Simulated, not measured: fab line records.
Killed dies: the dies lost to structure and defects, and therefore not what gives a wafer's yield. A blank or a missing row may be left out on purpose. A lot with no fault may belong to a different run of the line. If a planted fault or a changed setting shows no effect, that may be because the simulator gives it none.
Matching of chambers	flow nandHarc	NHARC_A_M0_DESCUM_14 on rieDiel-03 has 4 sister chambers
The step chemistry O2, time 3 s. 16 wafers are shown with their chamber, then 8 later ones without.

WAFERS PAIRED WITH THEIR CHAMBERS
wafer	chamber	showerheadPlenumPTorr (Torr)	drypumpMotorCurrentA (A)	oesProductAu (a.u.)
L590.2	3	1.98	5.6	0.997
L590.3	2	1.96	6.0	1.014
L590.5	1	1.93	5.2	1.015
L592.1	3	1.98	5.5	0.999
L592.2	1	1.93	5.3	1.018
L592.4	0	1.90	5.6	1.007
L597.2	3	1.98	5.6	1.003
L597.3	1	1.93	5.3	1.011
L597.6	1	1.93	5.3	1.013
L608.1	1	1.93	5.3	1.020
L608.4	2	1.95	6.0	1.010
L608.6	0	1.90	5.6	1.006
L607.1	0	1.89	5.6	1.002
L607.2	1	1.93	5.3	1.019
L607.6	2	1.95	6.0	1.006
L610.1	0	1.90	5.6	0.995

SIGNATURES, as means of the wafers listed above
reading	chamber 0	chamber 1	chamber 2	chamber 3	scatter within a chamber
showerheadPlenumPTorr	1.8975	1.9300	1.9533	1.9800	0.00344
drypumpMotorCurrentA	5.600	5.283	6.000	5.567	0.0354
oesProductAu	1.00250	1.01600	1.01000	0.99967	0.00412
Rule: a wafer's distance from a chamber is the root of the sum, over the readings, of the square of ((its reading less the chamber's mean) divided by the reading's scatter). If the next closest chamber is less than 2 further off than the closest, the wafer can't be placed; otherwise it belongs to the closest. How the scatter is found: for the shown wafers, subtract from each reading the mean of its chamber, square and add these, divide the total by (wafers less chambers), then take the root.

WAFERS WHOSE CHAMBER IS MISSING
wafer	showerheadPlenumPTorr (Torr)	drypumpMotorCurrentA (A)	oesProductAu (a.u.)
L610.2	1.93	5.3	1.010
L610.6	1.93	5.3	1.004
L611.3	1.98	5.6	1.013
L611.5	1.98	5.5	0.998
L611.6	1.95	6.1	1.008
L613.3	1.95	6.1	1.010
L613.4	1.98	5.6	1.008
L613.6	1.93	5.3	1.002

WHICH CHAMBER EACH ONE RAN IN
wafer	from the rows above	in truth
L610.2	1	1
L610.6	1	1
L611.3	3	3
L611.5	3	3
L611.6	2	2
L613.3	2	2
L613.4	3	3
L613.6	1	1
8 of 8 placed correctly. Not placeable from these rows: 0. Wrongly placed: 0.
